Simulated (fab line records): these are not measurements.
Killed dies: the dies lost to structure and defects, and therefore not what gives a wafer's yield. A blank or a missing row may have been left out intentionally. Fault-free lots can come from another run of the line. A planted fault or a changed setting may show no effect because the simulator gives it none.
Matching of chambers -- flow nand-harc -- NHARC_P_CONTACT_ETCH_35 on rie-diel-13: 4 sister chambers
The step etches the open film in CF4, target depth 39 nm, time 65 s. 14 wafers are shown with their chamber, then 7 later ones without.

== EACH WAFER AND ITS CHAMBER ==
wafer,chamber,rf-vpp-V (V),oes-product-au (a.u.),throttle-valve-pct (%)
L080.3,0,151.4,1.019,13.288
L080.4,2,149.1,0.999,13.280
L080.6,1,151.5,1.004,13.290
L082.1,0,151.0,1.002,13.276
L082.2,2,147.2,1.004,13.292
L082.3,1,152.0,0.980,13.264
L084.1,2,148.5,1.004,13.272
L084.2,0,151.5,1.025,13.294
L084.5,3,151.4,1.016,13.285
L090.3,0,151.8,1.016,13.293
L090.4,2,149.0,1.001,13.278
L090.5,2,149.4,1.006,13.283
L092.1,1,150.8,1.024,13.273
L092.2,0,151.5,1.022,13.280

SIGNATURES, as means of the wafers listed above
reading,chamber 0,chamber 1,chamber 2,chamber 3,scatter within a chamber
rf-vpp-V,151.440,151.433,148.640,151.400,0.638
oes-product-au,1.01680,1.00267,1.00280,1.01600,0.0115
throttle-valve-pct,13.28620,13.27567,13.28100,13.28500,0.00904
Rule: a wafer lies at a distance from a chamber equal to the root of the sum of squares, over the readings, of (its reading less the chamber's mean, divided by the reading's scatter). The wafer belongs to the nearest chamber; if the next one is less than 2 further off, it can't be placed. The scatter: take each reading less its chamber's mean, square it, sum over the shown wafers, divide by the number of wafers less the number of chambers, and take the root.

== WAFERS WITHOUT THEIR CHAMBER ==
wafer,rf-vpp-V (V),oes-product-au (a.u.),throttle-valve-pct (%)
L092.3,151.3,0.997,13.268
L093.1,148.3,0.995,13.292
L093.4,151.1,1.020,13.307
L093.5,150.7,1.032,13.285
L097.1,150.5,0.992,13.294
L097.2,150.6,1.007,13.290
L097.6,151.4,1.026,13.278

== EACH ONE'S CHAMBER ==
wafer,from the rows above,in truth
L092.3,can't be placed: 1 or 3 or 0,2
L093.1,2,2
L093.4,can't be placed: 0 or 3 or 1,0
L093.5,can't be placed: 0 or 3 or 1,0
L097.1,can't be placed: 1 or 3 or 0 or 2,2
L097.2,can't be placed: 3 or 0 or 1 or 2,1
L097.6,can't be placed: 3 or 0 or 1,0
Correct placement for 1 of the 7. Can't be placed from these rows: 6 (the true chamber is among the candidates in 5). Wrongly placed: 0.
